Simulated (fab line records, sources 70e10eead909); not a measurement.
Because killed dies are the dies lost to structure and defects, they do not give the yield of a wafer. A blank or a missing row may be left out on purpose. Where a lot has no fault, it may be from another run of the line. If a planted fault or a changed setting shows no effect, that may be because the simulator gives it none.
Which of the tools did it? | flow nandHarc | Sampling: 13 lots, 39 wafers, 5 of 1159 route steps

WHAT EACH GAUGE READ, for each wafer
NHARC_P_STI_OCD_MEAS_43. Usual: trenchDepthNm 297 nm, standard deviation 3.8; trenchFootCdNm 157.9 nm, standard deviation 2.2.
lot  | measured    | on     | trenchDepthNm (nm) | trenchFootCdNm (nm) | flag
L790 | day 2 12:14 | ocd-01 | 298 296 291        | 152.4 157.2 158.0   | 
L791 | day 2 19:20 | ocd-01 | 296 299 294        | 158.9 160.4 158.1   | 
L792 | day 3 02:32 | ocd-01 | 295 292 296        | 158.0 158.2 158.1   | 
L795 | day 3 18:10 | ocd-02 | 299 298 302        | 158.6 160.8 157.8   | 
L796 | day 4 03:15 | ocd-02 | 301 291 291        | 153.9 158.7 161.2   | 
L797 | day 4 03:21 | ocd-01 | 301 295 295        | 154.4 159.4 158.6   | 
L801 | day 5 02:47 | ocd-02 | 295 293 294        | 156.4 155.2 158.5   | 
L803 | day 5 18:46 | ocd-02 | 293 291 298        | 156.7 156.6 154.6   | 
L808 | day 6 22:33 | ocd-01 | 297 299 298        | 158.6 154.7 157.5   | 
L806 | day 6 22:40 | ocd-02 | 298 297 302        | 158.1 155.7 154.1   | 
L809 | day 7 14:04 | ocd-02 | 306 298 296        | 157.1 160.9 156.3   | 
L812 | day 7 21:27 | ocd-01 | 298 296 296        | 157.4 160.4 158.3   | 
L813 | day 8 09:56 | ocd-01 | 298 301 295        | 158.3 160.4 162.7   | 

NHARC_END_SORT_01. Usual: killedAtArray 27, standard deviation 12; killedAtOther 0.5, standard deviation 0.9; killedAtPeriphery 3.7, standard deviation 2.7; killedDies 31, standard deviation 12; killedOpen 3.3, standard deviation 2; killedShort 2.0, standard deviation 1.4.
lot  | measured     | on        | killedAtArray | killedAtOther | killedAtPeriphery | killedDies | killedOpen | killedShort | flag
L796 | day 21 23:37 | prober-02 | 23 27 26      | 1 0 0         | 13 6 9            | 37 33 35   | 3 1 3      | 2 4 4       | 
L803 | day 24 19:40 | prober-01 | 38 30 39      | 0 0 0         | 7 4 1             | 45 34 40   | 6 1 2      | 3 2 0       | 
L806 | day 25 18:07 | prober-02 | 37 32 25      | 0 0 0         | 4 3 3             | 41 35 28   | 5 2 1      | 0 1 0       | 

EACH LOT AND THE TOOL THAT RAN IT (in order: tool; ch and the chambers of the sampled wafers; start)
lot  | NHARC_P_GATE_DESCUM_31            | NHARC_P_GATE_ETCH_32            | NHARC_P_GATE_ALD_36
L790 | rieDiel-13 ch 2,3, day 4 15:08    | rieSi-02 ch 1,3, day 4 15:44    | aldSin-04 ch 0,1, day 4 17:37
L791 | rieDiel-08 ch 1,2, day 5 01:50    | rieSi-04 ch 1,2,3, day 5 02:24  | aldSin-03 ch 0,2,3, day 5 04:15
L792 | rieDiel-08 ch 0,2,3, day 5 10:38  | rieSi-01 ch 0,1, day 5 11:26    | aldSin-04 ch 1,2,3, day 5 12:41
L795 | rieDiel-13 ch 0,1,2, day 5 23:15  | rieSi-02 ch 2,3, day 5 23:41    | aldSin-01 ch 2,3, day 6 00:29
L796 | rieDiel-13 ch 2,3, day 6 17:26    | rieSi-04 ch 0,1, day 6 18:05    | aldSin-03 ch 0,1, day 6 18:55
L797 | rieDiel-08 ch 0,1,3, day 6 17:34  | rieSi-01 ch 0,1,2, day 6 18:02  | aldSin-01 ch 1,2,3, day 6 18:49
L801 | rieDiel-13 ch 0,1,3, day 8 14:11  | rieSi-04 ch 2,3, day 8 14:38    | aldSin-01 ch 0,3, day 8 18:16
L803 | rieDiel-13 ch 1,2,3, day 8 14:56  | rieSi-04 ch 0,1,3, day 8 15:30  | aldSin-04 ch 0,2,3, day 8 23:02
L808 | rieDiel-13 ch 0,1,2, day 9 04:17  | rieSi-01 ch 0,1,3, day 9 05:18  | aldSin-01 ch 0,1,3, day 9 13:56
L806 | rieDiel-13 ch 1,2,3, day 9 04:24  | rieSi-04 ch 0,3, day 9 05:19    | aldSin-04 ch 0,3, day 9 14:20
L809 | rieDiel-08 ch 2,3, day 9 17:46    | rieSi-02 ch 0,1,3, day 9 18:26  | aldSin-01 ch 0,1,2, day 9 21:20
L812 | rieDiel-11 ch 0,2,3, day 9 23:21  | rieSi-01 ch 1,2,3, day 10 00:06 | aldSin-03 ch 0,1,2, day 10 02:34
L813 | rieDiel-13 ch 1,2,3, day 10 10:25 | rieSi-02 ch 2,3, day 10 10:52   | aldSin-01 ch 0,2,3, day 10 11:39
- NHARC_P_GATE_DESCUM_31: chemistry O2, time 3 s.
- NHARC_P_GATE_ETCH_32: etches the open film in HBr/Cl2, target depth 150 nm, time 100.1 s.
- NHARC_P_GATE_ALD_36: deposits SiNx, target thk 20 nm, pulse time 60 s, ald cycles 223.

AS READ BY THE TOOLS THEMSELVES (means over the sampled wafers that have a number; for cases with no such wafer, the mark the record gives instead)
NHARC_P_GATE_DESCUM_31. Usual: drypumpMotorCurrentA 5.6 A, standard deviation 0.48; oesProductAu 1.005 a.u., standard deviation 0.0097; rfVppV 57.6 V, standard deviation 0.86; showerheadPlenumPTorr 1.89 Torr, standard deviation 0.09; throttleValvePct 11.312 %, standard deviation 0.0092.
lot  | tool       | drypumpMotorCurrentA (A) | oesProductAu (a.u.) | rfVppV (V) | showerheadPlenumPTorr (Torr) | throttleValvePct (%) | flag
L790 | rieDiel-13 | 5.8                      | 1.010               | 57.3       | 1.93                         | 11.305               | 
L791 | rieDiel-08 | 5.2                      | 1.004               | 57.6       | 2.01                         | 11.312               | 
L792 | rieDiel-08 | 5.2                      | 0.998               | 57.9       | 1.89                         | 11.320               | 
L795 | rieDiel-13 | 5.8                      | 1.009               | 57.2       | 1.85                         | 11.322               | 
L796 | rieDiel-13 | 6.0                      | 1.017               | 57.2       | 1.85                         | 11.306               | 
L797 | rieDiel-08 | 5.4                      | 1.005               | 57.5       | 1.88                         | 11.325               | 
L801 | rieDiel-13 | 5.6                      | 1.010               | 57.1       | 1.92                         | 11.300               | 
L803 | rieDiel-13 | 5.9                      | 1.012               | 57.8       | 1.91                         | 11.316               | 
L808 | rieDiel-13 | 5.8                      | 1.006               | 57.5       | 1.85                         | 11.306               | 
L806 | rieDiel-13 | 5.9                      | 1.009               | 57.9       | 1.91                         | 11.318               | 
L809 | rieDiel-08 | 5.0                      | 0.995               | 58.1       | 1.91                         | 11.312               | 
L812 | rieDiel-11 | 5.6                      | 0.992               | 56.9       | 1.84                         | 11.314               | 
L813 | rieDiel-13 | 6.0                      | 1.005               | 57.7       | 1.90                         | 11.319               | 

NHARC_P_GATE_ETCH_32. Usual: drypumpMotorCurrentA 5.4 A, standard deviation 0.41; mfcCl2Sccm 50.02 sccm, standard deviation 0.17; oesProductAu 1.000 a.u., standard deviation 0.011; throttleValvePct 26.406 %, standard deviation 0.0094.
lot  | tool     | drypumpMotorCurrentA (A) | mfcCl2Sccm (sccm) | oesProductAu (a.u.) | throttleValvePct (%) | flag
L790 | rieSi-02 | 5.2                      | 50.19             | 1.006               | 26.413               | 
L791 | rieSi-04 | 5.4                      | 50.02             | 0.998               | 26.405               | 
L792 | rieSi-01 | 5.3                      | 49.92             | 0.992               | 26.416               | 
L795 | rieSi-02 | 4.9                      | 49.94             | 0.997               | 26.412               | 
L796 | rieSi-04 | 5.1                      | 50.07             | 0.991               | 26.409               | 
L797 | rieSi-01 | 5.3                      | 50.13             | 1.009               | 26.400               | 
L801 | rieSi-04 | 5.4                      | 50.05             | 0.988               | 26.405               | 
L803 | rieSi-04 | 5.2                      | 25.02             | 1.001               | 24.893               | OFF
L808 | rieSi-01 | 5.4                      | 49.87             | 1.009               | 26.418               | 
L806 | rieSi-04 | 4.9                      | 24.90             | 0.985               | 24.909               | OFF
L809 | rieSi-02 | 5.6                      | 50.01             | 1.000               | 26.411               | 
L812 | rieSi-01 | 5.5                      | 49.77             | 1.004               | 26.395               | 
L813 | rieSi-02 | 4.9                      | 50.06             | 0.999               | 26.410               | 

NHARC_P_GATE_ALD_36. Usual: heaterPowerW 833 W, standard deviation 67; precursorPulseHeightRel 1.000, standard deviation 0.021.
lot  | tool      | heaterPowerW (W) | precursorPulseHeightRel | flag
L790 | aldSin-04 | 802              | 1.017                   | 
L791 | aldSin-03 | 839              | 1.000                   | 
L792 | aldSin-04 | 838              | 0.993                   | 
L795 | aldSin-01 | 808              | 1.013                   | 
L796 | aldSin-03 | 901              | 0.994                   | 
L797 | aldSin-01 | 784              | 0.977                   | 
L801 | aldSin-01 | 890              | 0.992                   | 
L803 | aldSin-04 | 788              | 0.997                   | 
L808 | aldSin-01 | 846              | 1.020                   | 
L806 | aldSin-04 | 779              | 1.015                   | 
L809 | aldSin-01 | 820              | 1.019                   | 
L812 | aldSin-03 | 862              | 0.989                   | 
L813 | aldSin-01 | 843              | 1.001                   | 

THE ANSWER, worked out from the rows above alone
Rule: lot off if the mean of its wafers having a number is beyond 3 standard deviations from the usual mean. A lot without any number at a reading at which 4 lots or more have one is off too. Any other lot the step has rows for is counted as sound. After the gauges, taken in route order, come the tools' own readings; for these a lot's mean is taken, as printed above. At the first step where some lot is off, the reading lying furthest off is the one used; lots without a number count as furthest.
Off: L803, L806, at NHARC_P_GATE_ETCH_32 (throttleValvePct).
If a tool, at that step or one of the process steps before it, ran each lot that is off and ran no sound lot following the first of them, it fits. One fits: rieSi-04 at NHARC_P_GATE_ETCH_32. A fault onset in the window from L801 (day 8 14:38, its last sound lot) to L803 (day 8 15:30, its first lot off) fits.
The tool's own readings at NHARC_P_GATE_ETCH_32 bear it out: on the lots that are off they differ by more than 5 times the standard deviation of the sound lots' means. mfcCl2Sccm reads 24.96 sccm there against 50.00 sccm on the sound lots; throttleValvePct reads 24.901 % there against 26.409 % on the sound lots.

WHAT HAD BEEN PUT IN BY THE SIMULATOR
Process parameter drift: rieSi-04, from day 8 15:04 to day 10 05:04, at NHARC_P_GATE_ETCH_32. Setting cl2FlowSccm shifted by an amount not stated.
Shown lots that were struck: L803, L806. The rule given above showed the same thing.
